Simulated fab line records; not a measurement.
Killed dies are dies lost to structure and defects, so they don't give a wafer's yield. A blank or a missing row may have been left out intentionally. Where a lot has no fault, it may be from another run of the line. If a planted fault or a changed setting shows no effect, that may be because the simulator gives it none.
Which tool did it? | flow nand_harc | route of 1302 steps, sampled at 1 step: 6 lots, 18 wafers

== WHAT THE GAUGES SHOWED, per wafer ==
NHARC_P_ZERO_WELL_CD_MEAS_11: the cd target is 500 nm.
lot  | measured     | on        | cd_nm (nm)
L370 | day 3 09:14  | cd_sem-03 | 498.5 496.7 503.5
L376 | day 5 21:14  | cd_sem-02 | 501.5 502.8 500.6
L380 | day 7 13:15  | cd_sem-03 | 503.8 502.1 502.6
L383 | day 8 19:15  | cd_sem-01 | 500.0 497.1 499.7
L385 | day 9 15:14  | cd_sem-02 | 499.9 502.4 499.4
L387 | day 10 11:07 | cd_sem-02 | 496.9 500.0 496.4

== WHAT TOOL EACH LOT RAN ON (gives the tool, then ch and the chambers of the sampled wafers, and finally the start) ==
Before these readings, the record contains no process step.

== THE ANSWER, worked out from the rows above alone ==
Rule: usual is defined by the lots themselves. The widest of any qualifying gaps counts: lots, ordered by their means at a reading, are off when they make up no more than a third of the lots, leave a main group of 4 or more, and stand apart from it by 3 or more times the standard deviation of that group's means. The tables above print the reading to a certain number of digits; a main group whose means all agree to those digits is not used. A lot without any number at a reading at which 4 lots or more have one is off too. All remaining lots with rows at the step are treated as sound.
Across all readings shown, no lot is off: no conclusion can be drawn from this.

== WHAT THE SIMULATOR HAD PUT IN ==
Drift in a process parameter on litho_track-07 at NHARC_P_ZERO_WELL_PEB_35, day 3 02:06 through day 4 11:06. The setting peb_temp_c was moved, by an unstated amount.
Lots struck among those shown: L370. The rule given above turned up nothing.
